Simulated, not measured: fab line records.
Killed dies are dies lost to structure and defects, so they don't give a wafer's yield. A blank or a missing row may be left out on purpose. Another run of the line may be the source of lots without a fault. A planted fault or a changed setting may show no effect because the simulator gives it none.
Matching of chambers + flow nand_harc + rie_diel-06 running NHARC_P_BONDPAD_ACTIVATE_29: 4 sister chambers
The step chemistry N2, time 60 s. 8 wafers are shown with their chamber, then 7 later ones without.

== WAFERS WITH THEIR CHAMBER ==
| wafer  | chamber | drypump_motor_current_A (A) | oes_product_au (a.u.) |
|--------|---------|-----------------------------|-----------------------|
| L845.3 | 0       | 5.2                         | 1.001                 |
| L846.5 | 3       | 5.8                         | 0.994                 |
| L847.5 | 2       | 5.5                         | 1.010                 |
| L848.1 | 2       | 5.6                         | 0.991                 |
| L848.4 | 1       | 5.7                         | 1.000                 |
| L848.6 | 1       | 5.7                         | 1.000                 |
| L855.1 | 3       | 5.8                         | 0.974                 |
| L855.3 | 0       | 5.2                         | 1.006                 |

== WAFERS WHOSE CHAMBER IS MISSING ==
| wafer  | drypump_motor_current_A (A) | oes_product_au (a.u.) |
|--------|-----------------------------|-----------------------|
| L855.6 | 5.8                         | 0.984                 |
| L856.4 | 5.6                         | 1.006                 |
| L856.5 | 5.2                         | 1.020                 |
| L856.6 | 5.6                         | 1.009                 |
| L857.2 | 5.8                         | 0.989                 |
| L857.4 | 5.6                         | 1.011                 |
| L857.5 | 5.6                         | 1.017                 |

== THE CHAMBER EACH PASSED THROUGH ==
| wafer  | from the rows above     | in truth |
|--------|-------------------------|----------|
| L855.6 | 3                       | 3        |
| L856.4 | can't be placed: 2 or 1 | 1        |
| L856.5 | 0                       | 0        |
| L856.6 | can't be placed: 2 or 1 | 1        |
| L857.2 | 3                       | 3        |
| L857.4 | can't be placed: 2 or 1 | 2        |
| L857.5 | can't be placed: 2 or 1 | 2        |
3 of 7 placed correctly. Can't be placed from these rows: 4 (the true chamber is among the candidates in 4). Number placed wrongly: 0.
How it was worked out, from the rows above alone: a wafer's distance from a chamber is the root of the sum, over the readings, of the square of ((its reading less the chamber's mean) divided by the reading's scatter). If the next closest chamber is less than 2 further off than the closest, the wafer can't be placed; otherwise it belongs to the closest. The mean given for a chamber averages the wafers shown for that chamber. The scatter: the root of (the sum of the squares of (reading less its chamber's mean) over the shown wafers, divided by (wafers less chambers)).
